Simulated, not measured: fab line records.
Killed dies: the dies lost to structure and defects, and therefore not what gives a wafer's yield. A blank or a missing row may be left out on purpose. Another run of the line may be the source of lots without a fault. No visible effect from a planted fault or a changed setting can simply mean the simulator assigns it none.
fab line records + flow n5_finfet
record
- lots=12
- wafers=36
- last_day=19
route steps=1938 shown MOL_CONTACT_COAG@625 MIM_BOT@1832 MIM_BOT_ETCH@1868 PASSIVATION@1936
lots that met no fault: from a run of the same line without faults
start_h: hours from the record's first day to the start of the lot's first wafer shown + wait_h: hours from the lot's prior step to this one + " repeats the value in the row above + L1.1+2: one row covering several wafers at once + - either no value or no given start + * or withheld: withheld + < > ~ a bound
route shown NAME@n: a module of which the file shows steps, and the number in the route of the first + usual: the fault-free wafers' mean and standard deviation + same: alike in all rows + chamber/n: place in a boat + sites: the reading at each site + _std_site: the values' standard deviation + _edge_site: inner sites' mean taken away from outer sites' mean + radius_mm: for every site, how far away it sits from the centre of the wafer + mask NAME#n: copy n + behind: tool/chamber where the wafer was last shaped + hold: why the lot was held/for how many hours/how that ended + device: the n, p or np transistor that did not switch + end of line: the same wafers' tests at the end of the route + a step without rows: its recipe alone + killed: dies that structure and defects cost at the first sort, which is not the same as the wafer's yield + map: the dies of a wafer, with x for killed, . for not killed, _ for no die there
set.NAME: the setting the step ran with; set.NAME@STEP: the setting that earlier step ran with + model.NAME: the simulator's own value behind a step, which no gauge read
one table for each step of the route and one row for each wafer, over a sample of lots
services: from which hour (start_h, from the record's first day; less than 0 if before it) a tool's chamber was out of use, for how many hours, and why
## steps
# step N5_MOL_CONTACT_COAG_PRECLEAN_127
# recipe
- chemistry=DIW
- time_s=57.5
- temp_c=23
| lot.wafer  | tool         | chamber | start_h | wait_h |
|------------|--------------|---------|---------|--------|
| L704.1+2+4 | wet_bench-03 | 0,1,6   | 112.31  | 0.2    |
| L705.2+5+6 | wet_bench-04 | 0,7,2   | 118.22  | 0.2    |
| L707.1+3+5 | wet_bench-04 | 3,2,6   | 133.13  | 0.3    |
| L708.1+3+5 | wet_bench-03 | 0,7,5   | 138.65  | 0.2    |
| L710.2+3+5 | wet_bench-05 | 7,0,6   | 148.61  | 0.2    |
| L711.3+4+5 | wet_bench-03 | 6,4,3   | 156.85  | 0.1    |
| L713.2+3+4 | wet_bench-05 | 4,5,2   | 166.51  | 0.2    |
| L714.2+3+4 | wet_bench-04 | 3,4,0   | 176.01  | 0.2    |
| L715.1+4+6 | wet_bench-03 | 7,1,2   | 182.72  | 0.2    |
| L716.1+2+4 | wet_bench-03 | 2,0,1   | 185.00  | 0.2    |
| L717.2+3+5 | wet_bench-03 | 4,6,0   | 201.06  | 0.2    |
| L725.1+2+5 | wet_bench-05 | 0,4,3   | 244.49  | 0.2    |
# step N5_MIM_BOT_DEGAS_01
# recipe
- ambient=vacuum
- temp_c=300
- time_s=60
# usual
- heater_power_w=491/51
| lot.wafer | tool           | chamber | start_h | wait_h | heater_power_w |
|-----------|----------------|---------|---------|--------|----------------|
| L704.1    | pvd_sputter-01 | -       | 286.43  | 0.7    | 489            |
| L704.2    | "              | -       | "       | "      | 451            |
| L704.4    | "              | -       | "       | "      | 564            |
| L705.2    | pvd_sputter-01 | -       | 286.97  | 0.5    | 430            |
| L705.5    | "              | -       | "       | "      | 493            |
| L705.6    | "              | -       | "       | "      | 546            |
| L707.1    | pvd_sputter-02 | -       | 289.97  | 0.9    | 562            |
| L707.3    | "              | -       | "       | "      | 542            |
| L707.5    | "              | -       | "       | "      | 515            |
| L708.1    | pvd_sputter-01 | -       | 313.18  | 2.0    | 473            |
| L708.3    | "              | -       | "       | "      | 543            |
| L708.5    | "              | -       | "       | "      | 566            |
| L710.2    | pvd_sputter-02 | -       | 341.05  | 2.9    | 568            |
| L710.3    | "              | -       | "       | "      | 554            |
| L710.5    | "              | -       | "       | "      | 510            |
| L713.2    | pvd_sputter-03 | -       | 341.45  | 2.7    | 573            |
| L713.3    | "              | -       | "       | "      | 450            |
| L713.4    | "              | -       | "       | "      | 423            |
| L714.2    | pvd_sputter-03 | -       | 378.30  | 1.9    | 462            |
| L714.3    | "              | -       | "       | "      | 452            |
| L714.4    | "              | -       | "       | "      | 562            |
| L717.2    | pvd_sputter-03 | -       | 390.71  | 1.1    | 570            |
| L717.3    | "              | -       | "       | "      | 425            |
| L717.5    | "              | -       | "       | "      | 414            |
| L711.3    | pvd_sputter-01 | -       | 395.95  | 1.3    | 551            |
| L711.4    | "              | -       | "       | "      | 448            |
| L711.5    | "              | -       | "       | "      | 449            |
| L716.1    | pvd_sputter-01 | -       | 396.33  | 1.1    | 452            |
| L716.2    | "              | -       | "       | "      | 556            |
| L716.4    | "              | -       | "       | "      | 422            |
| L715.1    | pvd_sputter-02 | -       | 406.71  | 2.1    | 532            |
| L715.4    | "              | -       | "       | "      | 543            |
| L715.6    | "              | -       | "       | "      | 512            |
| L725.1    | pvd_sputter-01 | -       | 438.23  | 0.9    | 551            |
| L725.2    | "              | -       | "       | "      | 487            |
| L725.5    | "              | -       | "       | "      | 545            |
# step N5_MIM_BOT_SPUTTER_00
# recipe
- material=TiN
- target_thk_a=350
- temp_c=200
- power_w=3000
- chamber_pressure_pa=0.49996
- gas=Ar
- reactive_partial_pa=0.37997
- time_s=89.7
# usual
- substrate_temp_c=200.01/0.18
- throttle_valve_pct=29.7/1
| lot.wafer | tool           | chamber | start_h | wait_h | substrate_temp_c | throttle_valve_pct |
|-----------|----------------|---------|---------|--------|------------------|--------------------|
| L704.1    | pvd_sputter-01 | -       | 286.47  | 0.0    | 200.02           | 30.1               |
| L704.2    | "              | -       | "       | "      | 199.86           | 28.0               |
| L704.4    | "              | -       | "       | "      | 200.25           | 30.0               |
| L705.2    | pvd_sputter-01 | -       | 287.01  | 0.0    | 200.11           | 28.5               |
| L705.5    | "              | -       | "       | "      | 200.37           | 30.5               |
| L705.6    | "              | -       | "       | "      | 199.95           | 30.0               |
| L707.1    | pvd_sputter-02 | -       | 290.01  | 0.0    | 200.15           | 30.2               |
| L707.3    | "              | -       | "       | "      | 199.68           | 28.3               |
| L707.5    | "              | -       | "       | "      | 200.01           | 31.1               |
| L708.1    | pvd_sputter-01 | -       | 313.22  | 0.0    | 200.29           | 30.2               |
| L708.3    | "              | -       | "       | "      | 200.10           | 29.8               |
| L708.5    | "              | -       | "       | "      | 200.11           | 30.0               |
| L710.2    | pvd_sputter-02 | -       | 341.09  | 0.0    | 199.99           | 30.4               |
| L710.3    | "              | -       | "       | "      | 199.98           | 28.5               |
| L710.5    | "              | -       | "       | "      | 200.24           | 31.0               |
| L713.2    | pvd_sputter-03 | -       | 341.49  | 0.0    | 200.37           | 31.0               |
| L713.3    | "              | -       | "       | "      | 200.01           | 32.2               |
| L713.4    | "              | -       | "       | "      | 199.99           | 29.4               |
| L714.2    | pvd_sputter-03 | -       | 378.34  | 0.0    | 200.18           | 32.0               |
| L714.3    | "              | -       | "       | "      | 200.18           | 28.7               |
| L714.4    | "              | -       | "       | "      | 199.72           | 30.7               |
| L717.2    | pvd_sputter-03 | -       | 390.75  | 0.0    | 199.98           | 31.2               |
| L717.3    | "              | -       | "       | "      | 200.01           | 29.2               |
| L717.5    | "              | -       | "       | "      | 200.02           | 29.2               |
| L711.3    | pvd_sputter-01 | -       | 395.99  | 0.0    | 200.25           | 30.0               |
| L711.4    | "              | -       | "       | "      | 199.96           | 28.5               |
| L711.5    | "              | -       | "       | "      | 199.76           | 28.0               |
| L716.1    | pvd_sputter-01 | -       | 396.37  | 0.0    | 199.99           | 28.2               |
| L716.2    | "              | -       | "       | "      | 199.72           | 30.0               |
| L716.4    | "              | -       | "       | "      | 199.95           | 29.2               |
| L715.1    | pvd_sputter-02 | -       | 406.75  | 0.0    | 200.03           | 30.4               |
| L715.4    | "              | -       | "       | "      | 200.02           | 28.7               |
| L715.6    | "              | -       | "       | "      | 200.13           | 31.4               |
| L725.1    | pvd_sputter-01 | -       | 438.27  | 0.0    | 200.22           | 30.3               |
| L725.2    | "              | -       | "       | "      | 200.07           | 30.3               |
| L725.5    | "              | -       | "       | "      | 199.96           | 30.0               |
# step N5_MIM_BOT_ETCH_ETCH_00
# recipe
- chemistry=Cl2/BCl3
- target=TiN
- target_depth_a=455
- ion_energy_ev=150
- pressure_mtorr=10
- icp_w=1000
- bias_w=126
- Cl2_flow_sccm=53.25
- bcl3_flow_sccm=21.75
- Ar_flow_sccm=25
# usual
- drypump_motor_current_A=5.95/0.13
- oes_product_au=0.82/0.073
- throttle_valve_pct=21.79/0.26
| lot.wafer | tool         | chamber | start_h | wait_h | drypump_motor_current_A | oes_product_au | rf_hours_counter_h | throttle_valve_pct |
|-----------|--------------|---------|---------|--------|-------------------------|----------------|--------------------|--------------------|
| L704.1    | rie_metal-02 | 1       | 290.75  | 0.1    | 5.80                    | 0.75           | 47                 | 21.66              |
| L704.2    | "            | 0       | "       | "      | 6.18                    | 0.77           | 53                 | 22.18              |
| L704.4    | "            | 1       | "       | "      | 5.79                    | 0.75           | -                  | 21.66              |
| L705.2    | rie_metal-03 | 1       | 291.25  | 0.1    | 5.97                    | 0.87           | 15                 | 21.66              |
| L705.5    | "            | 1       | "       | "      | 5.95                    | 0.87           | -                  | 21.66              |
| L705.6    | "            | 0       | "       | "      | 5.80                    | 0.91           | -                  | 22.11              |
| L707.1    | rie_metal-03 | 1       | 294.26  | 0.1    | 5.94                    | 0.87           | 15                 | 21.64              |
| L707.3    | "            | 0       | "       | "      | 5.80                    | 0.92           | -                  | 22.12              |
| L707.5    | "            | 1       | "       | "      | 5.94                    | 0.86           | -                  | 21.67              |
| L708.1    | rie_metal-02 | 1       | 315.51  | 0.1    | 5.83                    | 0.74           | 49                 | 21.66              |
| L708.3    | "            | 0       | "       | "      | 6.16                    | 0.76           | -                  | 22.20              |
| L708.5    | "            | 0       | "       | "      | 6.12                    | 0.77           | -                  | 22.16              |
| L710.2    | rie_metal-01 | 0       | 343.77  | 0.1    | 6.04                    | 0.98           | 1                  | 21.49              |
| L710.3    | "            | 1       | "       | "      | 5.94                    | 0.81           | -                  | 21.62              |
| L710.5    | "            | 0       | "       | "      | 6.04                    | 0.97           | -                  | 21.48              |
| L713.2    | rie_metal-02 | 0       | 343.91  | 0.1    | 6.15                    | 0.76           | 57                 | 22.20              |
| L713.3    | "            | 0       | "       | "      | 6.14                    | 0.76           | -                  | 22.19              |
| L713.4    | "            | 1       | "       | "      | 5.88                    | 0.73           | -                  | 21.68              |
| L714.2    | rie_metal-01 | 0       | 381.03  | 0.1    | 6.05                    | 0.95           | 3                  | 21.49              |
| L714.3    | "            | 0       | "       | "      | 6.06                    | 0.93           | -                  | 21.51              |
| L714.4    | "            | 1       | "       | "      | 5.91                    | 0.81           | -                  | 21.62              |
| L717.2    | rie_metal-02 | 0       | 393.55  | 0.1    | 6.16                    | 0.75           | 61                 | 22.18              |
| L717.3    | "            | 1       | "       | "      | 5.86                    | 0.73           | -                  | 21.69              |
| L717.5    | "            | 0       | "       | "      | 6.14                    | 0.75           | -                  | 22.19              |
| L711.3    | rie_metal-01 | 0       | 398.36  | 0.1    | 6.03                    | 0.94           | -                  | 21.49              |
| L711.4    | "            | 1       | "       | "      | 5.90                    | 0.80           | -                  | 21.60              |
| L711.5    | "            | 0       | "       | "      | 6.03                    | 0.95           | -                  | 21.47              |
| L716.1    | rie_metal-02 | 1       | 398.53  | 0.1    | 5.85                    | 0.73           | 55                 | 21.69              |
| L716.2    | "            | 0       | "       | "      | 6.15                    | 0.75           | 61                 | 22.21              |
| L716.4    | "            | 1       | "       | "      | 5.84                    | 0.73           | -                  | 21.69              |
| L715.1    | rie_metal-03 | 1       | 409.61  | 0.1    | 5.93                    | 0.82           | 26                 | 21.67              |
| L715.4    | "            | 1       | "       | "      | 5.97                    | 0.82           | -                  | 21.68              |
| L715.6    | "            | 1       | "       | "      | 5.95                    | 0.83           | -                  | 21.68              |
| L725.1    | rie_metal-03 | 0       | 440.61  | 0.1    | 5.78                    | 0.85           | 24                 | 22.17              |
| L725.2    | "            | 1       | "       | "      | 5.96                    | 0.81           | 28                 | 21.72              |
| L725.5    | "            | 0       | "       | "      | 5.81                    | 0.85           | -                  | 22.15              |
# step N5_PASSIVATION_PROBE_49
# usual
- defect_limited_yield=91.6/1.6
- killed_at_M0_to_M3=32/9.7
- killed_at_M4_up=13/4.4
- killed_at_contacts=12/6.5
- killed_at_front_end=38/12
- killed_at_other=3.7/3
- killed_dies=99/18
- killed_on_rim=13/3.9
- killed_open=66/14
- killed_short=32/7.5
- sort_bin_5_function=4.9/1
- sort_bin_6_memory=3.2/0.73
- sort_n_pass=1081/18
- sort_yield_pct=91.6/1.6
# same
- gross_dies=1180
- killed_at_back_side=0
- sort_bin_4_leakage[%]=0
- sort_bin_8_speed[%]=0
| lot.wafer | tool      | chamber | start_h | wait_h | defect_limited_yield[%] | killed_at_M0_to_M3 | killed_at_M4_up | killed_at_contacts | killed_at_front_end | killed_at_other | killed_dies | killed_on_rim | killed_open | killed_short | sort_bin_5_function[%] | sort_bin_6_memory[%] | sort_n_pass | sort_yield_pct[%] |
|-----------|-----------|---------|---------|--------|-------------------------|--------------------|-----------------|--------------------|---------------------|-----------------|-------------|---------------|-------------|--------------|------------------------|----------------------|-------------|-------------------|
| L717.2    | prober-01 | -       | 403.24  | 0.1    | 89.0                    | 54                 | 10              | 15                 | 51                  | 0               | 130         | 16            | 84          | 45           | 6.3                    | 4.4                  | 1050        | 89.0              |
| L717.3    | prober-01 | -       | 403.29  | 0.1    | 92.9                    | 26                 | 9               | 10                 | 39                  | 0               | 84          | 10            | 58          | 25           | 4.2                    | 2.7                  | 1096        | 92.9              |
| L717.5    | prober-01 | -       | 403.39  | 0.2    | 83.1                    | 31                 | 10              | 124                | 33                  | 1               | 199         | 25            | 64          | 29           | 8.7                    | 4.7                  | 981         | 83.1              |
# killed by level:class
L717.2 BEOL_M0_SAQP:geometric_particle:open=16 STI_FIN_REVEAL:geometric_particle:open=15 BEOL_M0_SAQP:geometric_particle:short=14 FIN_SAQP:geometric_particle:short=13 MOL_CONTACT_COAG:geometric_particle:open=12 FIN_SAQP:geometric_particle:open=8 BEOL_M3:geometric_particle:open=6 BEOL_M1:geometric_particle:open=6
L717.3 FIN_SAQP:geometric_particle:open=17 MOL_CONTACT_COAG:geometric_particle:open=9 BEOL_M0_SAQP:geometric_particle:short=9 FIN_SAQP:geometric_particle:short=8 BEOL_M0_SAQP:geometric_particle:open=6 BEOL_M3:geometric_particle:open=5 STI_FIN_REVEAL:geometric_particle:open=4 DUMMY_GATE:geometric_particle:open=2
L717.5 MOL_CONTACT_COAG:unspecified=105 MOL_CONTACT_COAG:geometric_particle:open=18 BEOL_M3:geometric_particle:open=11 FIN_SAQP:geometric_particle:open=8 BEOL_M0_SAQP:geometric_particle:short=7 BEOL_M0_SAQP:geometric_particle:open=6 FIN_SAQP:geometric_particle:short=5 DUMMY_GATE:geometric_particle:open=4
## services
| tool           | chamber | start_h | hours | kind           |
|----------------|---------|---------|-------|----------------|
| pvd_sputter-02 | -       | 89.24   | 1.1   | repair         |
| pvd_sputter-03 | -       | 90.37   | 24.8  | repair         |
| rie_metal-03   | 0       | 119.40  | -     | clean          |
| rie_metal-03   | 0       | 119.40  | 23.8  | scheduled_down |
| rie_metal-03   | 0       | 119.40  | 23.8  | vent_cycle     |
| rie_metal-03   | -       | 132.77  | 14.6  | pm             |
| rie_metal-03   | 1       | 147.37  | -     | clean          |
| rie_metal-03   | 1       | 147.37  | 17.8  | scheduled_down |
| rie_metal-03   | 1       | 147.37  | 17.8  | vent_cycle     |
| rie_metal-01   | 1       | 177.48  | 3.6   | repair         |
| wet_bench-04   | -       | 185.28  | 1.9   | pm             |
| rie_metal-01   | -       | 192.91  | 1.4   | pm             |
| rie_metal-02   | 0       | 207.82  | 1.5   | repair         |
| rie_metal-01   | -       | 239.29  | 14.6  | pm             |
| rie_metal-03   | 0       | 249.06  | 38.5  | repair         |
| pvd_sputter-02 | -       | 265.13  | 12.8  | repair         |
| rie_metal-01   | 0       | 283.97  | 2.3   | repair         |
| rie_metal-01   | 0       | 308.48  | -     | clean          |
| rie_metal-01   | 0       | 308.48  | 14.4  | scheduled_down |
| rie_metal-01   | 0       | 308.48  | 14.4  | vent_cycle     |
| wet_bench-05   | -       | 320.15  | 1.9   | pm             |
| pvd_sputter-03 | -       | 361.72  | 2.7   | repair         |
## key
first_sign
- step=N5_PASSIVATION_PROBE_49
- reading=killed_at_contacts
- direction=up
- sigmas=17
- usual=12
- struck=124
effect
- step=N5_PASSIVATION_PROBE_49
- reading=killed_dies
- direction=up
- sigmas=5.4
- usual=99
- struck=199
more_kills_born_at
- N5_MOL_CONTACT_COAG_PRECLEAN_127@wet_bench-03=105
met_at N5_MOL_CONTACT_COAG_PRECLEAN_127
struck_lots L717
struck_wafers L717.5
not_acting_at N5_MIM_BOT_DEGAS_01,N5_MIM_BOT_SPUTTER_00,N5_MIM_BOT_ETCH_ETCH_00
onset_between 185.00 201.06
fault
- kind=chamber_particle_source
- tool=wet_bench-03
- chamber=0
- onset_h=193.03
- steps=N5_MOL_CONTACT_COAG_PRECLEAN_127
- rate_per_visit_cm2=1.9695
- end_h=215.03
